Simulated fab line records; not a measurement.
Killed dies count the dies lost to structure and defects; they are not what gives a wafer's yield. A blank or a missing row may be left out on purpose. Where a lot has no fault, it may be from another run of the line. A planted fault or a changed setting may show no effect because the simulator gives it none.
Tool commonality check -- flow nand-harc -- 2 lots and 6 wafers in the sample

REASON IT WAS OPENED
On 2 of the 2 lots, a flag is raised at NHARC_END_SORT_01 on the reading killed-at-array. Wafers without a fault read 59, standard deviation 19.
Rule: flag the lot when none of its wafers has a number, or when each of its wafers that has one lies beyond 4 standard deviations from that mean. As for the other lots, they are considered sound.

lot,measured,on,"killed-at-array, wafer by wafer",flag
L831,day 32 18:33,prober-01,668 674 670,FLAGGED
L832,day 32 20:58,prober-02,674 674 671,FLAGGED
On average the flagged lots' numbers are 672, which is +613 against the usual, or +32 standard deviations.

TOOL THAT RAN EACH LOT
The record holds 3 process steps before the reading, out of a route of 1302 steps. Read each cell as the tool, then ch plus the chambers that the sampled wafers visited, then the start.
lot,flag,NHARC_A_CONTACT_DEP_24,NHARC_A_CONTACT_DEP_29,NHARC_A_CONTACT_ETCH_49
L831,FLAGGED,"pecvd-03 ch 0,1, day 29 05:29","pecvd-03 ch 0,1,2, day 29 10:29","rie-diel-11 ch 0,2,3, day 29 11:26"
L832,FLAGGED,"pecvd-02 ch 0,2, day 29 10:55","pecvd-02 ch 1,2, day 29 15:48","rie-diel-11 ch 1,2, day 29 16:53"
What the steps here do:
- NHARC_A_CONTACT_DEP_24: deposits SiO2, target thk 500 nm.
- NHARC_A_CONTACT_DEP_29: deposits SiON, target thk 100 nm.
- NHARC_A_CONTACT_ETCH_49: etches the open film in N2/H2, target depth 260 nm, time 475.3 s.
- NHARC_END_SORT_01

FLAGGED AGAINST TOTAL, ONE TOOL AT A TIME (gauges that did the reading follow at the end)
step,tool,lots run,flagged,share of the flagged lots,sound lots run after its first flagged lot
NHARC_A_CONTACT_DEP_24,pecvd-02,1,1,some,0
NHARC_A_CONTACT_DEP_24,pecvd-03,1,1,some,0
NHARC_A_CONTACT_DEP_29,pecvd-02,1,1,some,0
NHARC_A_CONTACT_DEP_29,pecvd-03,1,1,some,0
NHARC_A_CONTACT_ETCH_49,rie-diel-11,2,2,all,0
NHARC_END_SORT_01,prober-01,1,1,some,0
NHARC_END_SORT_01,prober-02,1,1,some,0

THE TABLE: WHAT IT ALLOWS
1 row of the table ran every flagged lot: rie-diel-11 at NHARC_A_CONTACT_ETCH_49.
- rie-diel-11 at NHARC_A_CONTACT_ETCH_49 ran 2 lots, 2 of them flagged. The start can't be narrowed down: in this sample, it ran no sound lot prior to its first flagged lot.
Left over: one tool, rie-diel-11 at NHARC_A_CONTACT_ETCH_49.

WHAT THE SIMULATOR HAD INSERTED
Step skipped in full: rie-diel-11, at NHARC_A_CONTACT_ETCH_49, from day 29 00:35 onward. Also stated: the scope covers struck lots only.
Lots struck among those shown: L831, L832. The rule above reached the same finding.
